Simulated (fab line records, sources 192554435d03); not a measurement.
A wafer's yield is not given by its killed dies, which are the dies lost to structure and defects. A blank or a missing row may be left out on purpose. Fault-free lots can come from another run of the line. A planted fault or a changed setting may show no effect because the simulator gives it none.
Which of the tools did it? ; flow n5Finfet ; Sampling: 8 lots, 24 wafers, 5 of 1938 route steps

WHAT EACH GAUGE READ, for each wafer
N5_BEOL_M4_RC_MEAS_101. Usual: DIBL_N 36.3 mV/V, standard deviation 1.2; DIBL_P 36.1 mV/V, standard deviation 1.6; IOFF_N 0.161 nA/um, standard deviation 0.023; IOFF_P 0.209 nA/um, standard deviation 0.027; IOFF_P_85C 3.6 nA/um, standard deviation 0.4; IOFF_P_LIN 0.100 nA/um, standard deviation 0.01; IOFF_P_LONG 0.000107 nA/um, standard deviation 9e-06; ION_N 676 uA/um, standard deviation 8.9; ION_P 462 uA/um, standard deviation 5.3; SS_N 71.5 mV/dec, standard deviation 0.51; SS_P 73.2 mV/dec, standard deviation 0.5; VT_N 249.1 mV, standard deviation 2.5; VT_P -249.9 mV, standard deviation 2.8; VT_P_LONG -275.2 mV, standard deviation 2.9; VT_P_LVT -99.0 mV, standard deviation 2.4.
lot;measured;on;DIBL_N (mV/V);DIBL_P (mV/V);IOFF_N (nA/um);IOFF_P (nA/um);IOFF_P_85C (nA/um);IOFF_P_LIN (nA/um);IOFF_P_LONG (nA/um);ION_N (uA/um);ION_P (uA/um);SS_N (mV/dec);SS_P (mV/dec);VT_N (mV);VT_P (mV);VT_P_LONG (mV);VT_P_LVT (mV);flag
L250;day 8 08:17;prober-01;36.1 35.8 37.7;35.6 36.2 38.1;0.155 0.145 0.185;0.203 0.211 0.249;3.5 3.6 4.2;0.098 0.101 0.113;0.000102 0.000109 0.000104;683 671 689;462 461 471;71.5 70.9 71.6;72.9 72.7 73.9;248.2 248.5 246.0;-249.9 -250.4 -247.5;-276.3 -274.0 -274.8;-98.4 -97.9 -95.3;
L253;day 8 17:25;prober-02;35.5 34.8 36.0;34.7 33.8 35.1;0.126 0.121 0.137;0.169 0.164 0.182;3.0 3.0 3.1;0.083 0.084 0.090;9.7e-05 0.0001 0.000103;658 664 672;450 457 459;70.6 69.9 70.4;72.4 72.7 72.3;250.9 252.8 252.8;-255.3 -255.6 -254.5;-281.1 -278.7 -276.9;-101.2 -101.0 -100.8;
L254;day 9 04:35;prober-02;37.6 36.4 37.9;36.7 36.1 37.3;0.184 0.168 0.192;0.262 0.241 0.272;4.5 4.2 4.6;0.124 0.116 0.127;0.00013 0.000132 0.000131;682 686 678;471 468 465;71.5 71.5 71.8;73.2 73.4 73.4;245.7 247.2 248.0;-246.9 -244.0 -243.8;-269.7 -267.3 -266.5;-94.1 -94.9 -93.4;
L256;day 9 19:53;prober-01;34.3 35.1 35.0;34.7 35.5 35.4;0.129 0.140 0.140;0.158 0.175 0.171;2.9 3.2 3.1;0.080 0.087 0.085;9.6e-05 9.9e-05 9.5e-05;664 679 663;450 461 454;71.2 71.3 71.4;73.6 73.3 73.3;252.9 248.6 249.8;-256.2 -252.5 -253.8;-277.9 -278.3 -279.0;-103.6 -102.7 -102.0;
L257;day 9 14:19;prober-02;36.9 37.7 36.9;34.3 35.4 34.6;0.153 0.170 0.166;0.203 0.221 0.202;3.6 3.9 3.6;0.101 0.107 0.099;0.000107 0.000103 0.000103;670 667 674;467 462 459;71.5 71.7 71.5;73.2 72.8 72.8;249.4 247.7 250.3;-248.5 -248.0 -252.3;-274.0 -273.5 -275.4;-97.2 -96.3 -97.6;
L265;day 11 16:43;prober-01;36.9 38.1 38.1;35.3 37.1 36.7;0.150 0.188 0.179;0.053 0.063 0.059;1.2 1.4 1.3;0.026 0.029 0.028;4.9e-05 5.2e-05 5.1e-05;673 676 674;406 402 410;70.5 71.6 71.6;72.4 73.1 73.3;250.0 248.3 246.3;-285.0 -283.0 -288.1;-309.7 -310.2 -311.5;-136.1 -133.1 -133.2;OFF
L270;day 12 20:45;prober-02;34.3 35.8 36.0;35.7 36.9 37.6;0.117 0.135 0.138;0.055 0.214 0.222;1.2 3.8 3.9;0.027 0.103 0.105;6.1e-05 0.000112 0.000113;663 666 673;408 463 467;71.9 71.0 71.6;72.9 73.7 73.1;254.0 254.6 254.9;-287.2 -249.9 -250.0;-307.7 -275.0 -273.3;-135.9 -99.5 -98.6;OFF
L272;day 13 22:22;prober-01;37.1 36.0 35.0;36.4 35.6 34.3;0.166 0.143 0.132;0.217 0.202 0.178;3.9 3.6 3.3;0.105 0.100 0.091;0.000107 0.000109 0.000108;679 674 662;465 463 457;71.8 71.9 71.6;73.3 73.1 73.4;250.1 250.6 251.1;-246.2 -248.4 -248.6;-276.3 -276.0 -274.2;-99.3 -100.4 -101.9;

EACH LOT AND THE TOOL THAT RAN IT (in order: tool; ch and the chambers of the sampled wafers; start)
lot;N5_HKMG_FIN_ETCH_54;N5_HKMG_FIN_ETCH_55;N5_HKMG_FIN_CVD_62;N5_HKMG_FIN_PWFM_ALD_03
L250;rieDiel-04 ch 0,2, day 4 09:26;rieDiel-04 ch 0,2, day 4 09:29;thermalCvdSi-01 ch 0,1, day 4 11:08;aldMetal-03 ch 0,1, day 4 11:50
L253;rieDiel-05 ch 0,2, day 5 02:05;rieDiel-05 ch 0,2, day 5 02:08;thermalCvdSi-02 ch 1,2, day 5 03:46;aldMetal-04 ch 0,2, day 5 04:29
L254;rieDiel-04 ch 0,2,3, day 5 09:12;rieDiel-04 ch 0,2,3, day 5 09:16;thermalCvdSi-01 ch 0,2, day 5 10:54;aldMetal-04 ch 1,3, day 5 11:46
L256;rieDiel-04 ch 0,1,2, day 6 01:33;rieDiel-04 ch 0,1,2, day 6 01:37;thermalCvdSi-01 ch 1,2, day 6 03:15;aldMetal-03 ch 0,1,3, day 6 03:58
L257;rieDiel-01 ch 0,2,3, day 6 03:43;rieDiel-01 ch 0,2,3, day 6 03:46;thermalCvdSi-02 ch 1,2, day 6 05:30;aldMetal-03 ch 1,2,3, day 6 06:22
L265;rieDiel-01 ch 0,1, day 8 01:23;rieDiel-01 ch 0,1, day 8 01:26;thermalCvdSi-02 ch 1,2, day 8 03:04;aldMetal-03 ch 1,2,3, day 8 03:47
L270;rieDiel-04 ch 1,2,3, day 9 07:19;rieDiel-04 ch 1,2,3, day 9 07:23;thermalCvdSi-01 ch 0,1, day 9 09:01;aldMetal-03 ch 0,1, day 9 09:47
L272;rieDiel-01 ch 1,2, day 9 23:02;rieDiel-01 ch 1,2, day 9 23:05;thermalCvdSi-01 ch 0,1, day 10 00:44;aldMetal-01 ch 0,2, day 10 01:27
- N5_HKMG_FIN_ETCH_54: etches SiARC in CF4, target depth 45.5 nm, time 75.8 s.
- N5_HKMG_FIN_ETCH_55: etches SOC in N2/H2, target depth 240 nm, time 300 s.
- N5_HKMG_FIN_CVD_62: deposits a-Si from Si2H6, target thk 3 nm, time 20.8 s.
- N5_HKMG_FIN_PWFM_ALD_03: deposits TiN, target thk 2 nm, pulse time 1 s, purge time 3 s.

WHAT THE TOOLS THEMSELVES READ (means of the sampled wafers that have a number; where no wafer has one, the mark that the record gives instead)
N5_HKMG_FIN_ETCH_54. Usual: drypumpMotorCurrentA 6.0 A, standard deviation 0.53; etchRfOnTimeS 76.2 s, standard deviation 0.9; oesProductAu 0.66 a.u., standard deviation 0.061; rfVppV 184.2 V, standard deviation 1.1; showerheadPlenumPTorr 2.15 Torr, standard deviation 0.065; throttleValvePct 15.64 %, standard deviation 0.17.
lot;tool;drypumpMotorCurrentA (A);etchRfOnTimeS (s);oesProductAu (a.u.);rfVppV (V);showerheadPlenumPTorr (Torr);throttleValvePct (%);flag
L250;rieDiel-04;6.0;75.1;0.61;184.9;2.15;15.45;
L253;rieDiel-05;6.3;76.5;0.70;184.7;2.13;15.51;
L254;rieDiel-04;6.0;76.2;0.62;183.3;2.16;15.43;
L256;rieDiel-04;6.0;75.9;0.63;184.5;2.13;15.59;
L257;rieDiel-01;5.7;76.9;0.66;183.8;2.12;15.70;
L265;rieDiel-01;5.8;76.3;0.74;184.5;2.18;15.86;
L270;rieDiel-04;5.7;76.1;0.69;184.2;2.18;15.46;
L272;rieDiel-01;6.6;77.0;0.68;184.2;2.16;15.82;

N5_HKMG_FIN_ETCH_55. Usual: drypumpMotorCurrentA 6.0 A, standard deviation 0.53; oesProductAu 0.78 a.u., standard deviation 0.072; rfVppV 524.2 V, standard deviation 2.3; showerheadPlenumPTorr 2.55 Torr, standard deviation 0.08; tempC 40.00 C, standard deviation 0.1; throttleValvePct 17.82 %, standard deviation 0.23.
lot;tool;drypumpMotorCurrentA (A);oesProductAu (a.u.);rfVppV (V);showerheadPlenumPTorr (Torr);tempC (C);throttleValvePct (%);flag
L250;rieDiel-04;6.0;0.71;524.1;2.56;40.06;17.61;
L253;rieDiel-05;6.3;0.82;523.7;2.53;40.04;17.64;
L254;rieDiel-04;6.0;0.72;524.7;2.56;40.00;17.60;
L256;rieDiel-04;6.0;0.74;523.6;2.53;39.96;17.80;
L257;rieDiel-01;5.7;0.78;523.3;2.51;40.04;17.88;
L265;rieDiel-01;5.9;0.87;525.3;2.58;39.95;18.12;
L270;rieDiel-04;5.7;0.80;525.8;2.59;40.02;17.68;
L272;rieDiel-01;6.6;0.80;524.5;2.56;39.92;18.10;

N5_HKMG_FIN_CVD_62. Usual: heaterPowerW at 1395 W, with a standard deviation of 86.
lot;tool;heaterPowerW (W);flag
L250;thermalCvdSi-01;1421;
L253;thermalCvdSi-02;1349;
L254;thermalCvdSi-01;1463;
L256;thermalCvdSi-01;1468;
L257;thermalCvdSi-02;1334;
L265;thermalCvdSi-02;1367;
L270;thermalCvdSi-01;1417;
L272;thermalCvdSi-01;1419;

N5_HKMG_FIN_PWFM_ALD_03. Usual: heaterPowerW 870 W, standard deviation 68; precursorPulseHeightRel 0.999, standard deviation 0.022.
lot;tool;heaterPowerW (W);precursorPulseHeightRel;flag
L250;aldMetal-03;834;0.986;
L253;aldMetal-04;862;0.984;
L254;aldMetal-04;893;1.022;
L256;aldMetal-03;867;1.008;
L257;aldMetal-03;889;0.987;
L265;aldMetal-03;885;1.003;
L270;aldMetal-03;837;0.969;
L272;aldMetal-01;796;0.995;

THE ANSWER, worked out from the rows above alone
Rule: a lot counts as off when the mean over its wafers that have a number is more than 3 standard deviations away from the usual mean. Also off: a lot with no number at a reading for which 4 or more lots have one. All remaining lots with rows at the step are treated as sound. Order of review: gauges by route order, followed by the tools' own readings, for which a lot's mean as printed above is used. The first step at which some lot is off is used, and at that step the reading that is off furthest; a lot without a number counts as furthest.
Off: L265, L270, at N5_BEOL_M4_RC_MEAS_101 (VT_P_LVT).
If a tool, at a process step before that reading, ran all the lots that are off and no sound lot after the first of them, it fits. Gauges at N5_BEOL_M4_RC_MEAS_101: tried the same way as those tools. One candidate fits, namely aldMetal-03 at N5_HKMG_FIN_PWFM_ALD_03. Its last sound lot is L257 (day 6 06:22), its first lot that is off L265 (day 8 03:47): a fault that began between those two fits.

WHAT THE SIMULATOR HAD PUT IN
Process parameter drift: aldMetal-03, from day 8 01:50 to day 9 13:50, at N5_HKMG_FIN_PWFM_ALD_03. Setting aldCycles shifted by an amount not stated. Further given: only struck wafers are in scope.
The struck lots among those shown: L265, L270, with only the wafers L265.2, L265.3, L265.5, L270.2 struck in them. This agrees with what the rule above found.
